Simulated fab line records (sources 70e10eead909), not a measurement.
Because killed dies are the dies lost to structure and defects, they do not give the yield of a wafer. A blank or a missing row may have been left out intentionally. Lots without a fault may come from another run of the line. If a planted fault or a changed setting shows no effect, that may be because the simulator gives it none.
Chamber matching :: flow nand harc :: NHARC_A_CONTACT_ALD_18 on ald metal-04 has 4 sister chambers
The step deposits TiN, target thk 3 nm, pulse time 1 s, ald cycles 150. 4 wafers are shown with their chamber, then 9 later ones without.

== WAFERS PAIRED WITH THEIR CHAMBERS ==
wafer: L759.5
chamber: 3
heater power w (W): 1100

wafer: L759.6
chamber: 0
heater power w (W): 1044

wafer: L769.1
chamber: 2
heater power w (W): 1008

wafer: L769.5
chamber: 1
heater power w (W): 1034

== WAFERS WHOSE CHAMBER IS MISSING ==
wafer: L770.1
heater power w (W): 1097

wafer: L770.3
heater power w (W): 1019

wafer: L770.5
heater power w (W): 987

wafer: L772.1
heater power w (W): 1021

wafer: L772.4
heater power w (W): 1056

wafer: L772.5
heater power w (W): 1010

wafer: L773.2
heater power w (W): 991

wafer: L773.3
heater power w (W): 1047

wafer: L773.6
heater power w (W): 1086

== CHAMBER TAKEN BY EACH ==
wafer: L770.1
from the rows above: 3
in truth: 3

wafer: L770.3
from the rows above: can't be placed: 2 or 1 or 0
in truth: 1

wafer: L770.5
from the rows above: 2
in truth: 2

wafer: L772.1
from the rows above: can't be placed: 1 or 2 or 0
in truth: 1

wafer: L772.4
from the rows above: can't be placed: 0 or 1
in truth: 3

wafer: L772.5
from the rows above: can't be placed: 2 or 1
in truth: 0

wafer: L773.2
from the rows above: 2
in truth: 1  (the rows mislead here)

wafer: L773.3
from the rows above: can't be placed: 0 or 1
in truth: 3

wafer: L773.6
from the rows above: 3
in truth: 3
Placed correctly: 3 of 9. Can't be placed from these rows: 5 (the true chamber is among the candidates in 2). Wrongly placed: 1.
How it was worked out, from the rows above alone: a wafer's distance from a chamber is the root of the sum, over the readings, of the square of ((its reading less the chamber's mean) divided by the reading's scatter). If the next closest chamber is less than 2 further off than the closest, the wafer can't be placed; otherwise it belongs to the closest. The mean given for a chamber averages the wafers shown for that chamber. The scatter (one wafer shown for each chamber): square how far every hidden wafer sits from the nearest shown wafer, average those squares and take the square root.
